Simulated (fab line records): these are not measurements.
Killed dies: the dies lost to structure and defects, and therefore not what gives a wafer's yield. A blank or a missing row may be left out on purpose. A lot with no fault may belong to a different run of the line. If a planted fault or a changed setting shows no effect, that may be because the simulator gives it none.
Which tool did it? | flow nand-harc | Sampling: 13 lots, 39 wafers, 5 of 1302 route steps

## WHAT EACH GAUGE READ, for each wafer
NHARC_A_CHANNEL_HOLE_D2_CD_MEAS_31.
lot  | measured     | on        | cd-nm (nm)
L602 | day 13 07:57 | cd-sem-03 | 88.0 90.7 91.4
L603 | day 14 08:29 | cd-sem-03 | 89.4 89.0 90.4
L605 | day 14 12:36 | cd-sem-01 | 88.5 91.4 90.0
L606 | day 15 01:32 | cd-sem-02 | 88.9 91.1 87.0
L608 | day 15 20:58 | cd-sem-03 | 90.5 90.0 90.3
L610 | day 16 18:23 | cd-sem-01 | 90.9 92.7 89.7
L611 | day 17 11:08 | cd-sem-02 | 90.3 86.5 89.7
L613 | day 18 06:24 | cd-sem-01 | 92.4 88.6 88.2
L620 | day 21 00:55 | cd-sem-02 | 89.6 88.6 91.6
L621 | day 21 04:31 | cd-sem-03 | 89.4 86.7 90.8
L622 | day 21 10:21 | cd-sem-02 | 87.6 87.2 86.5
L624 | day 22 11:09 | cd-sem-03 | 89.4 88.3 89.1
L625 | day 22 17:06 | cd-sem-03 | 89.8 92.6 92.7

NHARC_END_SORT_01.
lot  | measured     | on        | killed-at-array | killed-at-other | killed-at-periphery | killed-dies | killed-open | killed-short
L602 | day 24 14:05 | prober-01 | 59 46 46        | 0 1 1           | 9 4 13              | 68 51 60    | 4 1 6       | 2 1 3
L603 | day 25 09:58 | prober-01 | 26 29 26        | 0 1 1           | 2 2 5               | 28 32 32    | 4 1 2       | 0 3 0
L605 | day 25 12:58 | prober-02 | 68 75 59        | 0 0 0           | 2 1 1               | 70 76 60    | 4 3 2       | 2 4 1
L606 | day 25 17:46 | prober-01 | 52 39 49        | 0 0 1           | 3 0 1               | 55 39 51    | 1 0 3       | 4 1 5
L608 | day 27 21:47 | prober-02 | 51 62 64        | 0 0 0           | 1 2 0               | 52 64 64    | 2 4 2       | 4 3 4
L610 | day 27 15:38 | prober-02 | 26 27 35        | 0 0 0           | 8 6 2               | 34 33 37    | 2 2 5       | 3 0 4
L611 | day 28 06:38 | prober-01 | 33 25 32        | 0 0 3           | 2 2 2               | 35 27 37    | 4 3 4       | 3 1 1
L613 | day 29 12:00 | prober-01 | 38 36 41        | 0 0 0           | 4 4 3               | 42 40 44    | 2 6 5       | 0 3 2
L620 | day 31 23:44 | prober-01 | 566 553 557     | 1 1 0           | 8 4 5               | 575 558 562 | 5 2 5       | 3 3 0
L621 | day 31 22:58 | prober-02 | 587 549 575     | 0 0 0           | 1 4 5               | 588 553 580 | 7 4 1       | 2 1 5
L622 | day 32 21:01 | prober-02 | 594 554 548     | 0 0 0           | 1 3 4               | 595 557 552 | 4 6 2       | 1 2 4
L624 | day 33 03:29 | prober-01 | 53 37 50        | 0 2 0           | 13 5 3              | 66 44 53    | 2 3 5       | 6 0 2
L625 | day 33 04:50 | prober-02 | 69 75 79        | 0 0 0           | 6 0 9               | 75 75 88    | 2 2 3       | 7 6 1

## WHICH TOOL RAN EACH LOT (tool, then ch and the chambers of the sampled wafers, then the start)
lot  | NHARC_A_CHANNEL_FILL_D2_ALD_03                 | NHARC_A_STAIRCASE_DEP_156       | NHARC_A_STAIRCASE_STRIP_171
L602 | ald-sin-batch-01 ch 0, day 15 10:23 or earlier | pecvd-02 ch 0,1,2, day 15 10:23 | plasma-asher-02 ch 0,1, day 15 11:42
L603 | ald-sin-batch-02 ch 0, day 16 10:46 or earlier | pecvd-04 ch 1,2, day 16 10:46   | plasma-asher-01 ch 0,1, day 16 12:05
L605 | ald-sin-batch-01 ch 0, day 16 16:46 or earlier | pecvd-04 ch 1,2, day 16 16:46   | plasma-asher-02 ch 0,1, day 16 18:08
L606 | ald-sin-batch-01 ch 0, day 17 04:25 or earlier | pecvd-03 ch 0,1,2, day 17 04:25 | plasma-asher-02 ch 0,1, day 17 05:43
L608 | ald-sin-batch-01 ch 0, day 18 00:54 or earlier | pecvd-04 ch 1,2, day 18 00:54   | plasma-asher-01 ch 0,1, day 18 02:09
L610 | ald-sin-batch-01 ch 0, day 18 22:41 or earlier | pecvd-03 ch 0,1, day 18 22:41   | plasma-asher-01 ch 0,1, day 19 00:06
L611 | ald-sin-batch-02 ch 0, day 19 11:35 or earlier | pecvd-03 ch 0,1, day 19 11:35   | plasma-asher-02 ch 0,1, day 19 12:55
L613 | ald-sin-batch-03 ch 0, day 20 10:49 or earlier | pecvd-03 ch 0,2, day 20 10:49   | plasma-asher-01 ch 0,1, day 20 12:22
L620 | ald-sin-batch-03 ch 0, day 23 04:15 or earlier | pecvd-04 ch 0,1,2, day 23 04:15 | plasma-asher-02 ch 0, day 23 05:43
L621 | ald-sin-batch-02 ch 0, day 23 04:13 or earlier | pecvd-02 ch 0,2, day 23 04:13   | plasma-asher-01 ch 0,1, day 23 05:31
L622 | ald-sin-batch-01 ch 0, day 23 13:13 or earlier | pecvd-02 ch 0,1,2, day 23 13:13 | plasma-asher-01 ch 0,1, day 23 14:34
L624 | ald-sin-batch-02 ch 0, day 24 12:33 or earlier | pecvd-03 ch 0,2, day 24 12:33   | plasma-asher-01 ch 0,1, day 24 13:52
L625 | ald-sin-batch-02 ch 0, day 24 17:49 or earlier | pecvd-03 ch 0,1, day 24 17:49   | plasma-asher-02 ch 0, day 24 19:43
- NHARC_A_CHANNEL_FILL_D2_ALD_03: deposits SiNx, target thk 6 nm, pulse time 60 s, ald cycles 58.
- NHARC_A_STAIRCASE_DEP_156: deposits SiNx, target thk 50 nm.
- NHARC_A_STAIRCASE_STRIP_171: strips in O2.

## AS READ BY THE TOOLS THEMSELVES (means over the sampled wafers that have a number; for cases with no such wafer, the mark the record gives instead)
NHARC_A_CHANNEL_FILL_D2_ALD_03.
lot  | tool             | precursor-pulse-height-rel
L602 | ald-sin-batch-01 | 1.022
L603 | ald-sin-batch-02 | 0.992
L605 | ald-sin-batch-01 | 0.983
L606 | ald-sin-batch-01 | 0.994
L608 | ald-sin-batch-01 | 1.010
L610 | ald-sin-batch-01 | 0.993
L611 | ald-sin-batch-02 | 1.008
L613 | ald-sin-batch-03 | 0.989
L620 | ald-sin-batch-03 | 1.000
L621 | ald-sin-batch-02 | 1.003
L622 | ald-sin-batch-01 | 1.009
L624 | ald-sin-batch-02 | 0.999
L625 | ald-sin-batch-02 | 1.003

NHARC_A_STAIRCASE_DEP_156.
lot  | tool     | heater-power-outer-w (W) | heater-power-w (W)
L602 | pecvd-02 | 471                      | 730
L603 | pecvd-04 | 439                      | 717
L605 | pecvd-04 | 390                      | 653
L606 | pecvd-03 | 412                      | 724
L608 | pecvd-04 | 419                      | 694
L610 | pecvd-03 | 425                      | 741
L611 | pecvd-03 | 426                      | 735
L613 | pecvd-03 | 453                      | 802
L620 | pecvd-04 | -                        | -
L621 | pecvd-02 | -                        | -
L622 | pecvd-02 | -                        | -
L624 | pecvd-03 | 461                      | 781
L625 | pecvd-03 | 418                      | 736

NHARC_A_STAIRCASE_STRIP_171.
lot  | tool            | drypump-motor-current-A (A) | heater-power-w (W) | rf-refl-power-W (W) | temp-c (C)
L602 | plasma-asher-02 | 5.09                        | 324                | -                   | 250.20
L603 | plasma-asher-01 | 5.22                        | 352                | -                   | 250.11
L605 | plasma-asher-02 | 5.09                        | 322                | -                   | 249.96
L606 | plasma-asher-02 | 5.09                        | 322                | -                   | 249.95
L608 | plasma-asher-01 | 5.38                        | 380                | 19                  | 250.10
L610 | plasma-asher-01 | 5.21                        | 351                | -                   | 249.91
L611 | plasma-asher-02 | 5.09                        | 326                | 21                  | 250.04
L613 | plasma-asher-01 | 5.20                        | 354                | 16                  | 250.10
L620 | plasma-asher-02 | 5.20                        | 323                | 18                  | 249.90
L621 | plasma-asher-01 | 5.41                        | 384                | -                   | 250.01
L622 | plasma-asher-01 | 5.18                        | 351                | 15                  | 250.01
L624 | plasma-asher-01 | 5.22                        | 353                | 16                  | 250.09
L625 | plasma-asher-02 | 5.19                        | 314                | 17                  | 250.00

## THE ANSWER, worked out from the rows above alone
Rule: the usual values come from the lots themselves. Put in order of their means at a reading, lots are off if they are a third of the lots or fewer, leave a main group of 4 or more, and stand apart from it by a gap of 3 or more times the standard deviation of the main group's means; of several such gaps the widest counts. If all means in a main group match to the digits the tables above print for the reading, that group is not used. Also off: a lot with no number at a reading for which 4 or more lots have one. Where the step has rows for the other lots, those lots are counted as sound. Order of review: gauges by route order, followed by the tools' own readings, for which a lot's mean as printed above is used. The first step at which some lot is off is used, and at that step the reading that is off furthest; a lot without a number counts as furthest.
Off: L620, L621, L622 (NHARC_END_SORT_01, killed-dies). Mean 51 and standard deviation 15 in the main group.
A tool fits if, at a process step before that reading, it ran every lot that is off, and no sound lot after the first of them. The gauges at NHARC_END_SORT_01 aren't tried: what is off there is off at NHARC_A_STAIRCASE_DEP_156 too, on other tools, and a gauge's error can't cause that. With no start given for some of its lots, NHARC_A_CHANNEL_FILL_D2_ALD_03 uses the hours and lot order of NHARC_A_STAIRCASE_DEP_156. Of those tried, none fits.

## WHAT WAS PUT IN BY THE SIMULATOR
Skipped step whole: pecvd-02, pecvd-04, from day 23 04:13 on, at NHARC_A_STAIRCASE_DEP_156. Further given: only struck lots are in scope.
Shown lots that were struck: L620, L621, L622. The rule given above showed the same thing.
